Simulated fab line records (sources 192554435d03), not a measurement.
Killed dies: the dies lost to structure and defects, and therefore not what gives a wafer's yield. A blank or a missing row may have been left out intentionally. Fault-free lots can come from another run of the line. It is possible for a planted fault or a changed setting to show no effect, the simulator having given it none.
Chamber matching | flow n5 finfet | N5_SD_EPI_N_ETCH_34 on rie diel-02: 3 sister chambers
The step etches SiARC in CF4, target depth 45.5 nm, time 75.8 s. 3 wafers are shown with their chamber, then 6 later ones without.

## WAFERS PAIRED WITH THEIR CHAMBERS
wafer  | chamber | drypump motor current A (A)
L086.4 | 2       | 5.7
L086.5 | 3       | 6.0
L093.2 | 0       | 6.2

## WAFERS WITH NO CHAMBER GIVEN
wafer  | drypump motor current A (A)
L093.4 | 5.6
L093.5 | 6.0
L094.2 | 6.3
L094.4 | 6.0
L097.4 | 5.7
L097.6 | 6.2

## EACH ONE'S CHAMBER
wafer  | from the rows above | in truth
L093.4 | 2                   | 2
L093.5 | 3                   | 3
L094.2 | 0                   | 0
L094.4 | 3                   | 3
L097.4 | 2                   | 2
L097.6 | 0                   | 0
Correct placement for 6 of the 6. Number that these rows cannot place: 0. Wrongly placed: 0.
How it was worked out, from the rows above alone: a wafer's distance from a chamber is the root of the sum, over the readings, of the square of ((its reading less the chamber's mean) divided by the reading's scatter). The wafer belongs to the nearest chamber; if the next one is less than 2 further off, it can't be placed. The mean given for a chamber averages the wafers shown for that chamber. The scatter: root of mean squared gap, hidden wafer to nearest shown wafer, with one shown wafer a chamber.
